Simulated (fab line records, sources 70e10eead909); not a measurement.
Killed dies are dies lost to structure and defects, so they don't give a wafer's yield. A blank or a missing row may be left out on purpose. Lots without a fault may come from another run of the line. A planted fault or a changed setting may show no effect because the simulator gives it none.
fab line records | flow nand_harc
record lots=24 wafers=72 last_day=33
route steps=1302 shown A_M1@1180 A_BONDPAD@1218 THIN_TSV@1245
lots that met no fault: from a run of the same line without faults
start_h: hours from the record's first day to the start of the lot's first wafer shown | wait_h: hours since the lot's step before | " the same as in the row above | L1.1+2: a row that stands for several wafers | - no value, or no start given | * or withheld: withheld | < > ~ a bound
route shown NAME@n: a module of which the file shows steps, and the number in the route of the first | usual: mean/standard deviation of fault-free wafers | same: alike in all rows | chamber/n: place in a boat | sites: the reading at each site | _std_site: their standard deviation | _edge_site: outer sites' mean less inner sites' | radius_mm: how far each site lies from the wafer's centre | mask NAME#n: copy n | behind: the tool/chamber that last shaped the wafer | hold: why the lot was held/for how many hours/how that ended | device: the transistor (n, p or np) that didn't switch | end of line: the same wafers' tests at the end of the route | a step without rows: its recipe alone | killed: dies lost to structure and defects at the first sort, not the wafer's yield | map: a wafer's dies, x killed, . not, _ none there
set.NAME: the setting as run; set.NAME@STEP: as run at that earlier step | model.NAME: the simulator's own value behind a step, which no gauge read
steps of the route over a sample of lots; a table a step, a row a wafer
services: from which hour (start_h, from the record's first day; less than 0 if before it) a tool's chamber was out of use, for how many hours, and why
## steps
# step NHARC_A_M1_OVL_MEAS_10
# recipe pitch_nm=240
# usual overlay_x_nm=0.0/0.96 overlay_y_nm=-0.2/0.79
# columns lot.wafer tool chamber start_h wait_h overlay_x_nm overlay_y_nm
L075.3 overlay-02 - 540.88 - 0.4 -0.6
L075.4 " - " " 0.2 -0.5
L075.5 " - " " -0.1 -0.9
L074.1 overlay-01 - 541.97 - 0.0 0.3
L074.4 " - " " 0.1 0.8
L074.6 " - " " -1.0 0.7
L076.3 overlay-01 - 546.81 - 0.8 0.2
L076.5 " - " " 1.5 1.0
L076.6 " - " " 1.3 0.3
L077.2 overlay-01 - 582.22 - -1.5 -1.8
L077.3 " - " " -1.3 -1.5
L077.4 " - " " -1.6 -1.2
L080.1 overlay-01 - 585.27 - -0.8 -0.4
L080.5 " - " " -0.8 -0.6
L080.6 " - " " -0.9 -0.1
L078.3 overlay-02 - 587.50 - 0.6 1.2
L078.4 " - " " 0.7 1.3
L078.6 " - " " 0.8 1.7
L079.3 overlay-02 - 591.44 - -0.5 0.2
L079.4 " - " " -0.6 -0.4
L079.5 " - " " -0.7 -0.1
L081.2 overlay-02 - 594.03 - -0.9 -0.1
L081.4 " - " " -1.3 0.1
L081.5 " - " " -0.8 0.2
L082.3 overlay-01 - 610.72 - -1.4 -0.6
L082.4 " - " " -0.9 0.4
L082.6 " - " " -1.0 0.3
L083.1 overlay-01 - 611.24 - -0.6 0.9
L083.4 " - " " -1.1 0.3
L083.5 " - " " -0.4 0.7
L085.1 overlay-02 - 626.32 - -1.1 -2.0
L085.3 " - " " -1.0 -1.4
L085.4 " - " " -0.5 -1.5
L084.2 overlay-02 - 632.92 - 0.0 0.7
L084.3 " - " " -0.2 1.2
L084.5 " - " " -0.1 1.1
L086.1 overlay-01 - 645.82 - 0.2 -1.0
L086.3 " - " " -0.1 -0.5
L086.4 " - " " -0.1 -0.3
L088.2 overlay-01 - 663.27 - -0.3 -0.3
L088.3 " - " " -0.5 0.2
L088.6 " - " " 0.0 -0.4
L087.1 overlay-02 - 664.41 - 0.9 -0.9
L087.2 " - " " 0.2 -1.5
L087.4 " - " " 0.8 -0.9
L089.2 overlay-02 - 669.61 - 0.9 -1.3
L089.3 " - " " 0.2 -1.3
L089.6 " - " " 0.3 -1.4
L090.1 overlay-02 - 675.95 - 1.2 -1.1
L090.3 " - " " 1.4 -0.9
L090.5 " - " " 1.0 -0.6
L091.1 overlay-02 - 715.11 - 1.9 0.2
L091.3 " - " " 2.4 -0.6
L091.6 " - " " 2.4 -0.5
L093.1 overlay-01 - 724.90 - 0.6 -0.4
L093.4 " - " " 1.0 -0.8
L093.5 " - " " 0.5 -0.3
L092.1 overlay-02 - 726.16 - 1.2 -0.1
L092.2 " - " " 1.7 0.5
L092.3 " - " " 1.6 0.3
L095.1 overlay-02 - 734.92 - -0.7 -0.3
L095.3 " - " " -0.2 -0.2
L095.5 " - " " 0.0 -0.2
L094.1 overlay-01 - 739.45 - -0.5 -0.2
L094.4 " - " " -1.0 -0.6
L094.6 " - " " -0.4 -0.4
L096.3 overlay-01 - 742.40 - -0.3 0.6
L096.4 " - " " -0.3 0.4
L096.5 " - " " -0.4 0.8
L097.1 overlay-02 - 761.97 - -0.7 -0.2
L097.4 " - " " -0.8 0.3
L097.5 " - " " -0.5 0.1
# step NHARC_A_M1_DEP_33
# recipe target_thk_a=300 temp_c=370 target_thk_nm=30 pressure_torr=3 flow_sccm=200 rf_w=450 material=SiCN
# usual heater_power_w=566/92 susceptor_temp_C=369.99/0.2
# columns lot.wafer tool chamber start_h wait_h heater_power_w since_wet_clean_h susceptor_temp_C
L075.4 pecvd-03 1 543.89 0.2 502 - 370.10
L075.3 " 2 " " 516 - 370.02
L075.5 " 1 " " 496 - 369.85
L074.1 pecvd-03 1 544.83 0.1 446 147 369.84
L074.4 " 1 " " 460 - 370.14
L074.6 " 2 " " 461 - 370.11
L076.3 pecvd-03 2 549.86 0.2 536 - 370.07
L076.6 " 2 " " 534 - 370.18
L076.5 " 1 " " 433 - 369.89
L077.3 pecvd-04 0 585.12 0.1 554 122 370.02
L077.2 " 1 " " 562 122 369.99
L077.4 " 1 " " 542 - 370.03
L080.1 pecvd-03 0 588.18 0.1 504 9 370.13
L080.6 " 1 " " 494 - 370.31
L080.5 " 2 " " 429 - 370.05
L078.3 pecvd-01 2 590.48 0.1 644 86 369.78
L078.6 " 2 " " 656 - 369.62
L078.4 " 0 " " 683 - 370.32
L079.3 pecvd-04 1 594.31 0.1 575 131 370.35
L079.5 " 1 " " 564 - 369.97
L079.4 " 2 " " 640 - 369.92
L081.2 pecvd-04 0 596.88 0.1 578 133 369.90
L081.5 " 2 " " 623 - 369.90
L081.4 " 1 " " 531 - 370.32
L082.3 pecvd-01 2 613.62 0.1 730 109 370.00
L082.6 " 0 " " 772 - 369.91
L082.4 " 1 " " 607 - 369.89
L083.1 pecvd-03 0 614.09 0.1 524 35 369.96
L083.4 " 0 " " 527 - 370.04
L083.5 " 1 " " 463 - 369.95
L085.1 pecvd-04 0 629.15 0.1 587 166 369.67
L085.3 " 2 " " 546 166 369.81
L085.4 " 0 " " 577 - 370.15
L084.2 pecvd-01 0 635.85 0.1 694 131 369.96
L084.3 " 1 " " 594 131 369.96
L084.5 " 1 " " 614 - 369.79
L086.1 pecvd-04 2 648.83 0.1 601 4 370.04
L086.3 " 0 " " 647 4 370.03
L086.4 " 2 " " 617 - 370.19
L088.2 pecvd-03 1 666.13 0.1 462 87 370.25
L088.3 " 2 " " 474 87 370.04
L088.6 " 0 " " 579 - 369.89
L087.1 pecvd-01 0 667.24 0.1 769 162 369.82
L087.2 " 1 " " 699 162 370.04
L087.4 " 0 " " 761 - 369.59
L089.2 pecvd-03 0 672.43 0.1 500 94 369.62
L089.3 " 2 " " 432 94 369.87
L089.6 " 0 " " 496 - 369.99
L090.3 pecvd-03 2 678.82 0.1 438 100 369.93
L090.1 " 0 " " 558 100 369.73
L090.5 " 1 " " 490 - 369.88
L091.3 pecvd-01 0 717.95 0.1 711 32 370.29
L091.1 " 2 " " 681 32 370.36
L091.6 " 0 " " 715 - 370.19
L093.1 pecvd-03 1 727.81 0.1 504 149 369.82
L093.5 " 2 " " 459 - 370.05
L093.4 " 1 " " 500 - 369.97
L092.3 pecvd-01 2 729.14 0.1 698 43 370.22
L092.2 " 0 " " 640 43 369.76
L092.1 " 1 " " 701 43 370.01
L095.3 pecvd-04 1 737.76 0.1 567 93 369.80
L095.1 " 0 " " 654 93 370.20
L095.5 " 0 " " 639 - 370.07
L094.1 pecvd-01 1 742.29 0.1 609 56 370.09
L094.4 " 1 " " 596 - 370.06
L094.6 " 2 " " 646 - 370.22
L096.3 pecvd-03 1 745.22 0.1 497 166 369.94
L096.4 " 2 " " 424 - 369.69
L096.5 " 0 " " 531 - 369.88
L097.1 pecvd-03 1 764.88 0.1 400 5 369.58
L097.5 " 0 " " 501 - 369.96
L097.4 " 1 " " 420 - 369.71
# step NHARC_A_BONDPAD_DESCUM_11
# recipe time_s=3 o2_flow_sccm=200 ar_flow_sccm=0 bias_power_w=0 chemistry=O2
# usual drypump_motor_current_A=5.8/0.49 mfc_ar_sccm=0.010/0.013 oes_product_au=1.000/0.0076 rf_vpp_V=57.8/0.88 showerhead_plenum_p_Torr=1.90/0.07 throttle_valve_pct=11.310/0.0095
# same time_s=3
# columns lot.wafer tool chamber start_h wait_h drypump_motor_current_A mfc_ar_sccm oes_product_au rf_hours_counter_h rf_vpp_V showerhead_plenum_p_Torr throttle_valve_pct
L075.3 rie_diel-13 2 545.81 - 6.0 0.040 0.998 1 56.8 1.97 11.318
L075.4 " 3 " " 5.4 0.010 0.994 1 57.1 1.91 11.314
L075.5 " 0 " " 5.7 0.006 0.998 - 57.6 1.89 11.290
L074.4 rie_diel-13 1 546.99 - 5.4 0.021 1.001 2 56.0 1.86 11.329
L074.1 " 2 " " 6.0 0.040 0.992 1 58.8 1.97 11.299
L074.6 " 1 " " 5.4 0.021 1.001 - 57.6 1.86 11.326
L076.3 rie_diel-02 2 551.84 - 5.2 0.017 0.984 4 57.1 1.84 11.309
L076.5 " 2 " " 5.2 0.017 0.984 - 57.6 1.84 11.321
L076.6 " 3 " " 5.6 0 0.988 - 57.3 1.80 11.302
L077.2 rie_diel-13 2 587.09 - 6.0 0.040 0.995 10 56.3 1.97 11.320
L077.3 " 3 " " 5.3 0.010 1.007 10 58.4 1.91 11.296
L077.4 " 0 " " 5.7 0.006 1.007 12 57.7 1.88 11.300
L080.1 rie_diel-02 1 590.08 - 6.8 0 1.008 0 59.1 2.01 11.305
L080.5 " 1 " " 6.8 0 0.991 - 59.0 2.01 11.299
L080.6 " 2 " " 5.2 0.017 1.011 - 57.1 1.84 11.301
L078.3 rie_diel-13 0 592.43 - 5.7 0.006 1.000 12 57.5 1.88 11.297
L078.4 " 2 " " 6.0 0.040 1.002 11 59.5 1.97 11.293
L078.6 " 1 " " 5.4 0.021 1.005 - 56.8 1.86 11.313
L079.3 rie_diel-02 1 596.26 - 6.8 0 1.010 1 57.9 2.01 11.299
L079.4 " 3 " " 5.6 0 1.007 1 59.4 1.80 11.306
L079.5 " 1 " " 6.8 0 0.997 - 58.4 2.01 11.309
L081.4 rie_diel-02 1 598.85 - 6.8 0 0.999 1 58.6 2.01 11.301
L081.2 " 3 " " 5.6 0 1.010 1 57.9 1.80 11.323
L081.5 " 1 " " 6.8 0 0.992 - 57.7 2.01 11.324
L082.3 rie_diel-13 3 615.40 - 5.3 0.010 1.025 16 57.6 1.91 11.296
L082.4 " 2 " " 6.0 0.040 0.996 15 57.5 1.97 11.317
L082.6 " 0 " " 5.7 0.006 1.014 - 57.6 1.88 11.301
L083.1 rie_diel-02 2 616.08 - 5.2 0.017 1.011 1 57.4 1.84 11.311
L083.5 " 1 " " 6.8 0 1.003 - 57.2 2.01 11.314
L083.4 " 2 " " 5.2 0.017 1.008 - 57.9 1.84 11.296
L085.4 rie_diel-13 3 631.01 - 5.4 0.010 1.004 18 58.2 1.91 11.301
L085.3 " 0 " " 5.7 0.006 1.003 20 56.7 1.88 11.303
L085.1 " 1 " " 5.4 0.021 1.006 21 57.1 1.85 11.315
L084.2 rie_diel-02 0 638.13 - 6.0 0 0.992 2 58.5 1.96 11.321
L084.3 " 2 " " 5.2 0.017 0.987 2 56.4 1.84 11.311
L084.5 " 0 " " 6.0 0 1.001 - 57.2 1.96 11.321
L086.1 rie_diel-02 3 650.78 - 5.6 0 1.003 3 55.9 1.80 11.301
L086.4 " 1 " " 6.8 0 0.998 3 58.3 2.01 11.316
L086.3 " 2 " " 5.2 0.017 1.017 3 57.6 1.84 11.310
L088.3 rie_diel-13 1 668.08 - 5.4 0.021 0.993 27 57.7 1.85 11.304
L088.2 " 2 " " 6.1 0.040 0.991 24 57.0 1.97 11.308
L088.6 " 3 " " 5.4 0.010 0.995 - 57.8 1.91 11.310
L087.2 rie_diel-13 2 669.22 - 6.0 0.040 1.002 24 59.4 1.97 11.304
L087.4 " 3 " " 5.4 0.010 1.006 24 56.9 1.91 11.307
L087.1 " 1 " " 5.4 0.021 1.006 27 56.9 1.85 11.316
L089.2 rie_diel-02 2 674.30 - 5.2 0.017 1.008 3 57.4 1.84 11.317
L089.3 " 0 " " 6.0 0 0.999 2 57.8 1.96 11.319
L089.6 " 3 " " 5.5 0 1.003 - 57.0 1.80 11.294
L090.1 rie_diel-13 0 680.82 - 5.7 0.006 0.992 26 57.7 1.88 11.297
L090.3 " 1 " " 5.4 0.021 0.999 27 57.4 1.85 11.322
L090.5 " 1 " " 5.4 0.021 0.996 - 58.2 1.85 11.320
L091.1 rie_diel-02 3 719.95 - 5.6 0 1.012 4 57.2 1.80 11.310
L091.3 " 0 " " 6.0 0 1.000 4 57.7 1.96 11.309
L091.6 " 3 " " 5.6 0 1.002 - 55.9 1.80 11.290
L093.4 rie_diel-09 1 729.61 - 5.5 0 1.004 14 57.8 1.89 11.306
L093.1 " 2 " " 5.8 0 1.004 13 57.8 1.78 11.306
L093.5 " 1 " " 5.5 0 1.008 - 58.3 1.89 11.311
L092.3 rie_diel-09 2 731.01 - 5.8 0 1.013 13 57.7 1.78 11.311
L092.2 " 3 " " 5.6 0.010 1.000 13 58.7 1.88 11.291
L092.1 " 0 " " 6.1 0 0.993 13 57.5 1.90 11.316
L095.3 rie_diel-02 1 739.65 - 6.8 0 1.009 5 57.2 2.01 11.327
L095.1 " 3 " " 5.6 0 1.000 5 56.6 1.80 11.316
L095.5 " 0 " " 6.0 0 1.002 - 58.2 1.96 11.304
L094.1 rie_diel-02 3 744.17 - 5.6 0 0.998 5 57.4 1.80 11.306
L094.4 " 3 " " 5.6 0 1.009 - 57.6 1.80 11.320
L094.6 " 0 " " 6.0 0 0.993 - 57.8 1.96 11.309
L096.3 rie_diel-02 0 747.29 - 6.0 0 0.998 5 59.0 1.96 11.309
L096.5 " 1 " " 6.8 0 0.997 - 58.2 2.01 11.304
L096.4 " 0 " " 6.0 0 0.990 - 57.4 1.96 11.313
L097.4 rie_diel-13 3 766.79 - 5.3 0.010 1.006 10 59.6 1.90 11.306
L097.1 " 0 " " 5.7 0.006 0.992 10 57.6 1.87 11.318
L097.5 " 3 " " 5.4 0.010 1.003 - 57.4 1.90 11.299
# step NHARC_A_BONDPAD_ETCH_12
# recipe target_depth_a=2200 time_s=110 chf3_flow_sccm=50 o2_flow_sccm=10 ar_flow_sccm=200 rf_w=500 bias_w=200 chemistry=CHF3/O2
# usual drypump_motor_current_A=5.8/0.48 mfc_ar_sccm=200.1/0.59 oes_product_au=0.947/0.025 rf_vpp_V=370.2/2.1 showerhead_plenum_p_Torr=2.39/0.085 throttle_valve_pct=20.574/0.0085
# same time_s=110
# columns lot.wafer tool chamber start_h wait_h drypump_motor_current_A mfc_ar_sccm oes_product_au rf_hours_counter_h rf_vpp_V showerhead_plenum_p_Torr throttle_valve_pct
L075.3 rie_diel-13 2 - - 6.0 198.8 0.977 1 373.0 2.47 20.574
L075.4 " 0 " " 5.7 199.8 0.966 2 369.1 2.37 20.573
L075.5 " 1 " " 5.4 200.7 0.959 - 370.2 2.34 20.573
L074.1 rie_diel-13 3 - - 5.4 199.6 0.977 1 371.7 2.40 20.583
L074.4 " 0 " " 5.7 200.4 0.983 2 370.7 2.37 20.568
L074.6 " 2 " " 6.0 199.5 0.955 - 371.9 2.47 20.562
L076.3 rie_diel-02 1 - - 6.8 200.1 0.921 5 373.2 2.52 20.576
L076.6 " 3 " " 5.5 199.6 0.927 - 368.6 2.27 20.593
L076.5 " 0 " " 6.0 200.8 0.934 - 371.5 2.46 20.568
L077.3 rie_diel-13 0 - - 5.7 199.7 0.919 12 369.9 2.37 20.580
L077.2 " 1 " " 5.4 201.7 0.920 12 368.5 2.33 20.577
L077.4 " 3 " " 5.4 199.9 0.930 11 369.9 2.40 20.580
L080.1 rie_diel-02 3 - - 5.6 200.0 0.984 1 367.6 2.27 20.569
L080.6 " 3 " " 5.6 199.7 0.991 - 367.8 2.27 20.567
L080.5 " 0 " " 6.0 200.3 0.988 - 371.7 2.46 20.561
L078.4 rie_diel-13 0 - - 5.7 200.1 0.930 12 370.9 2.36 20.562
L078.3 " 2 " " 6.0 200.4 0.919 11 372.2 2.47 20.569
L078.6 " 3 " " 5.4 199.1 0.929 - 371.5 2.40 20.584
L079.3 rie_diel-02 1 - - 6.8 200.8 0.957 1 372.6 2.52 20.576
L079.4 " 0 " " 6.0 200.1 0.975 1 373.1 2.46 20.564
L079.5 " 1 " " 6.8 200.8 0.968 - 373.8 2.52 20.572
L081.2 rie_diel-02 0 - - 6.0 200.2 0.973 1 371.3 2.46 20.562
L081.4 " 1 " " 6.9 200.5 0.953 1 372.9 2.52 20.584
L081.5 " 0 " " 6.0 199.4 0.970 - 371.3 2.46 20.575
L082.3 rie_diel-13 0 - - 5.7 200.5 0.933 17 370.7 2.36 20.565
L082.4 " 1 " " 5.4 201.1 0.933 18 369.2 2.33 20.556
L082.6 " 0 " " 5.7 199.5 0.933 - 369.7 2.36 20.561
L083.1 rie_diel-02 2 - - 5.2 200.0 0.971 1 370.4 2.32 20.565
L083.5 " 2 " " 5.2 200.2 0.969 - 369.1 2.32 20.572
L083.4 " 3 " " 5.6 199.9 0.972 - 367.7 2.27 20.570
L085.4 rie_diel-13 0 - - 5.7 200.4 0.989 21 368.8 2.36 20.575
L085.3 " 1 " " 5.4 199.9 0.990 21 369.0 2.33 20.577
L085.1 " 2 " " 6.0 200.0 0.957 18 371.9 2.47 20.580
L084.3 rie_diel-02 0 - - 6.0 201.2 0.954 2 373.2 2.46 20.570
L084.2 " 1 " " 6.8 199.8 0.970 2 372.5 2.52 20.576
L084.5 " 3 " " 5.6 201.3 0.957 - 367.5 2.27 20.567
L086.4 rie_diel-02 1 - - 6.8 200.3 0.988 3 372.4 2.52 20.578
L086.1 " 3 " " 5.6 200.6 0.972 3 367.0 2.27 20.573
L086.3 " 0 " " 6.0 201.0 0.958 2 370.0 2.46 20.560
L088.3 rie_diel-13 0 - - 5.7 199.5 0.928 26 369.5 2.36 20.569
L088.2 " 2 " " 6.0 200.7 0.920 24 371.8 2.47 20.576
L088.6 " 0 " " 5.7 199.7 0.925 - 368.5 2.36 20.567
L087.2 rie_diel-13 2 - - 6.0 199.3 0.906 24 371.9 2.47 20.562
L087.1 " 3 " " 5.4 199.8 0.923 24 371.3 2.39 20.572
L087.4 " 0 " " 5.7 199.3 0.917 26 370.2 2.36 20.575
L089.2 rie_diel-02 0 - - 6.0 200.3 0.969 2 371.1 2.46 20.568
L089.3 " 3 " " 5.5 200.3 0.962 3 367.3 2.27 20.589
L089.6 " 1 " " 6.8 200.2 0.974 - 374.2 2.52 20.594
L090.1 rie_diel-13 2 - - 6.1 200.8 0.926 24 372.4 2.47 20.588
L090.3 " 3 " " 5.4 200.0 0.918 24 370.3 2.39 20.569
L090.5 " 3 " " 5.4 199.8 0.931 - 370.3 2.39 20.583
L091.3 rie_diel-02 2 - - 5.2 200.5 0.993 4 368.4 2.32 20.575
L091.1 " 3 " " 5.6 200.3 0.953 4 367.4 2.27 20.565
L091.6 " 3 " " 5.6 200.5 0.970 - 366.6 2.27 20.557
L093.1 rie_diel-09 2 - - 5.8 199.8 0.924 13 367.4 2.24 20.588
L093.4 " 1 " " 5.5 200.2 0.925 14 370.7 2.38 20.580
L093.5 " 2 " " 5.8 199.8 0.931 - 366.3 2.24 20.569
L092.3 rie_diel-09 2 - - 5.8 199.6 0.929 13 366.6 2.24 20.568
L092.1 " 0 " " 6.1 199.7 0.922 13 371.7 2.39 20.591
L092.2 " 1 " " 5.5 199.8 0.925 14 371.0 2.38 20.568
L095.1 rie_diel-02 3 - - 5.6 201.1 0.923 5 367.4 2.27 20.565
L095.3 " 1 " " 6.8 200.1 0.921 5 373.0 2.52 20.581
L095.5 " 0 " " 6.0 198.9 0.918 - 370.7 2.46 20.575
L094.1 rie_diel-02 1 - - 6.8 200.1 0.923 5 373.6 2.52 20.574
L094.4 " 0 " " 6.0 200.1 0.921 - 370.1 2.45 20.575
L094.6 " 1 " " 6.8 200.3 0.931 - 373.0 2.52 20.563
L096.3 rie_diel-02 1 - - 6.8 199.5 0.964 6 374.3 2.52 20.586
L096.4 " 0 " " 6.0 200.1 0.954 - 372.4 2.46 20.559
L096.5 " 3 " " 5.6 200.7 0.970 - 367.6 2.27 20.588
L097.1 rie_diel-13 1 - - 5.4 200.2 0.934 8 368.7 2.32 20.581
L097.4 " 3 " " 5.4 199.1 0.929 10 369.7 2.39 20.572
L097.5 " 2 " " 6.0 200.5 0.924 - 372.9 2.46 20.576
# step NHARC_A_BONDPAD_DEGAS_25
# recipe temp_c=300 time_s=60
# usual heater_power_w=443/50 susceptor_temp_C=300.00/0.18
# same time_s=60
# columns lot.wafer tool chamber start_h wait_h heater_power_w susceptor_temp_C
L075.4 pvd_sputter-01 - 546.77 - 465 300.05
L075.3 " - " " 414 300.46
L075.5 " - " " 570 300.26
L074.4 pvd_sputter-03 - 547.96 - 468 300.09
L074.1 " - " " 476 299.86
L074.6 " - " " 361 299.74
L076.3 pvd_sputter-01 - 552.80 - 567 300.10
L076.5 " - " " 419 300.13
L076.6 " - " " 439 300.02
L077.2 pvd_sputter-02 - 588.03 - 498 299.88
L077.3 " - " " 405 299.79
L077.4 " - " " 484 299.64
L080.1 pvd_sputter-03 - 591.04 - 471 300.17
L080.5 " - " " 449 299.81
L080.6 " - " " 494 299.81
L078.4 pvd_sputter-03 - 593.37 - 479 300.09
L078.3 " - " " 435 300.20
L078.6 " - " " 467 300.20
L079.4 pvd_sputter-02 - 597.19 - 495 299.62
L079.3 " - " " 492 299.84
L079.5 " - " " 501 299.92
L081.2 pvd_sputter-03 - 599.79 - 492 299.87
L081.4 " - " " 475 300.02
L081.5 " - " " 433 299.77
L082.4 pvd_sputter-03 - 616.34 - 482 300.02
L082.3 " - " " 493 299.77
L082.6 " - " " 352 300.19
L083.1 pvd_sputter-03 - 617.07 - 489 299.69
L083.4 " - " " 359 300.11
L083.5 " - " " 446 299.95
L085.1 pvd_sputter-02 - 631.95 - 481 300.12
L085.3 " - " " 390 300.07
L085.4 " - " " 494 300.11
L084.3 pvd_sputter-03 - 639.06 - 360 299.92
L084.2 " - " " 425 300.01
L084.5 " - " " 356 300.16
L086.4 pvd_sputter-03 - 651.72 - 472 299.86
L086.1 " - " " 366 299.83
L086.3 " - " " 472 299.98
L088.2 pvd_sputter-02 - 669.01 - 495 299.61
L088.3 " - " " 375 300.01
L088.6 " - " " 494 299.82
L087.1 pvd_sputter-02 - 670.17 - 372 300.08
L087.2 " - " " 462 300.17
L087.4 " - " " 423 300.11
L089.2 pvd_sputter-03 - 675.25 - 475 300.04
L089.3 " - " " 349 299.98
L089.6 " - " " 475 300.19
L090.1 pvd_sputter-03 - 681.78 - 361 300.18
L090.3 " - " " 439 299.97
L090.5 " - " " 468 299.93
L091.3 pvd_sputter-01 - 720.90 - 428 300.26
L091.1 " - " " 463 300.16
L091.6 " - " " 440 300.09
L093.4 pvd_sputter-02 - 730.54 - 504 300.14
L093.1 " - " " 457 300.00
L093.5 " - " " 512 299.93
L092.2 pvd_sputter-03 - 732.00 - 357 300.24
L092.1 " - " " 403 300.05
L092.3 " - " " 467 299.96
L095.3 pvd_sputter-02 - 740.63 - 367 299.60
L095.1 " - " " 464 300.30
L095.5 " - " " 370 299.74
L094.4 pvd_sputter-02 - 745.22 - 461 300.18
L094.1 " - " " 365 300.19
L094.6 " - " " 464 300.07
L096.3 pvd_sputter-02 - 748.26 - 400 299.88
L096.4 " - " " 501 300.14
L096.5 " - " " 421 299.87
L097.1 pvd_sputter-02 - 767.78 - 428 300.02
L097.4 " - " " 489 300.11
L097.5 " - " " 458 299.76
# step NHARC_THIN_TSV_CMP_01
# recipe target_thk_um=3
# usual motor_current_A=11.5/1.3 pad_life_wafers=178/110 retaining_ring_pressure_frac=0.999/0.0051
# columns lot.wafer tool chamber start_h wait_h motor_current_A pad_life_wafers retaining_ring_pressure_frac
L075.3 cmp-04 2 559.50 0.6 13.6 84 1.001
L075.4 " 0 " " 9.3 86 0.997
L075.5 " 2 " " 13.6 - 0.993
L074.1 cmp-04 1 560.70 1.0 10.3 90 0.990
L074.4 " 3 " " 10.6 92 0.998
L074.6 " 2 " " 13.3 - 0.995
L076.3 cmp-02 0 565.40 0.7 12.5 134 0.988
L076.6 " 2 " " 13.7 - 1.007
L076.5 " 3 " " 10.2 - 0.992
L077.2 cmp-04 3 600.56 0.8 10.6 264 0.991
L077.3 " 0 " " 9.9 265 1.001
L077.4 " 1 " " 10.4 266 0.997
L080.1 cmp-03 3 601.85 1.1 12.4 159 0.998
L080.6 " 0 " " 12.3 - 1.001
L080.5 " 1 " " 12.1 - 1.000
L079.4 cmp-02 1 607.05 0.4 11.4 330 0.999
L079.3 " 3 " " 10.0 332 0.999
L079.5 " 1 " " 9.9 - 0.994
L078.3 cmp-02 3 608.28 0.7 9.8 338 0.998
L078.4 " 0 " " 12.6 339 0.998
L078.6 " 1 " " 10.4 - 1.003
L081.4 cmp-03 1 612.61 0.5 12.0 187 1.001
L081.2 " 2 " " 11.9 188 1.001
L081.5 " 0 " " 11.9 - 0.997
L082.3 cmp-03 0 628.98 0.6 11.0 265 0.999
L082.4 " 2 " " 12.1 267 0.994
L082.6 " 3 " " 12.7 - 1.007
L083.1 cmp-03 3 630.17 1.0 12.6 271 1.003
L083.4 " 1 " " 12.0 273 0.996
L083.5 " 2 " " 12.0 - 0.999
L085.4 cmp-04 2 647.62 0.4 14.0 90 0.994
L085.1 " 0 " " 9.8 92 1.006
L085.3 " 1 " " 10.6 93 0.997
L084.2 cmp-03 0 653.40 1.0 11.3 445 1.003
L084.3 " 2 " " 11.7 447 0.996
L084.5 " 0 " " 10.7 - 1.002
L086.1 cmp-04 1 664.25 1.0 10.8 198 1.000
L086.4 " 3 " " 10.6 200 0.996
L086.3 " 0 " " 10.3 201 0.991
L088.2 cmp-03 2 681.75 0.8 11.1 96 0.993
L088.3 " 3 " " 13.2 97 1.001
L088.6 " 3 " " 12.6 - 0.999
L087.4 cmp-04 0 682.95 0.4 9.7 300 0.994
L087.2 " 2 " " 13.5 302 0.994
L087.1 " 3 " " 10.6 303 0.999
L089.3 cmp-03 1 687.82 0.7 11.5 122 0.997
L089.2 " 2 " " 12.3 123 1.000
L089.6 " 0 " " 11.5 - 1.002
L090.1 cmp-04 2 694.67 1.0 13.7 348 1.000
L090.3 " 0 " " 9.9 350 1.009
L090.5 " 2 " " 14.5 - 1.001
L091.1 cmp-04 3 733.42 1.0 10.3 24 1.001
L091.3 " 0 " " 10.3 25 1.003
L091.6 " 3 " " 10.5 - 0.996
L092.1 cmp-04 0 745.26 1.1 9.8 85 1.003
L092.3 " 1 " " 10.1 86 1.008
L092.2 " 2 " " 13.8 87 1.007
L093.1 cmp-04 0 746.43 1.0 10.3 90 1.001
L093.4 " 2 " " 14.1 92 1.000
L093.5 " 0 " " 9.9 - 1.007
L095.1 cmp-04 0 754.50 1.1 9.9 121 1.002
L095.3 " 2 " " 14.4 123 1.004
L095.5 " 0 " " 10.1 - 1.003
L094.1 cmp-02 1 755.66 1.0 10.5 90 1.002
L094.4 " 3 " " 9.7 92 0.997
L094.6 " 2 " " 13.4 - 0.993
L096.3 cmp-03 2 760.77 0.7 11.9 13 1.003
L096.4 " 3 " " 12.4 14 0.992
L096.5 " 2 " " 11.6 - 1.004
L097.4 cmp-03 0 780.73 0.4 11.5 108 0.996
L097.1 " 2 " " 12.3 110 1.001
L097.5 " 1 " " 11.8 - 0.989
## services
# columns tool chamber start_h hours kind
pvd_sputter-02 - 520.14 3.2 repair
pvd_sputter-03 - 526.18 10.0 pm
rie_diel-13 - 526.35 9.0 pm
cmp-04 - 530.79 4.0 pm
cmp-04 - 554.85 1.0 repair
rie_diel-13 3 562.61 3.0 repair
pecvd-03 - 565.96 13.0 pm
rie_diel-13 2 569.99 3.3 repair
rie_diel-02 - 570.70 9.0 pm
cmp-04 - 579.36 1.7 repair
rie_diel-02 0 602.97 21.4 repair
cmp-04 - 607.20 2.6 repair
cmp-04 - 613.71 2.5 repair
cmp-04 - 628.79 4.0 pm
rie_diel-02 - 645.85 0.9 repair
rie_diel-13 - 703.35 9.0 pm
pvd_sputter-03 - 704.18 10.0 pm
pecvd-03 1 714.95 2.0 repair
pecvd-03 2 719.15 2.3 repair
cmp-04 - 726.79 4.0 pm
pvd_sputter-03 - 740.24 3.3 repair
pecvd-03 - 747.07 13.0 pm
rie_diel-02 - 747.70 9.0 pm
cmp-04 - 756.34 2.7 repair
## key
fault none
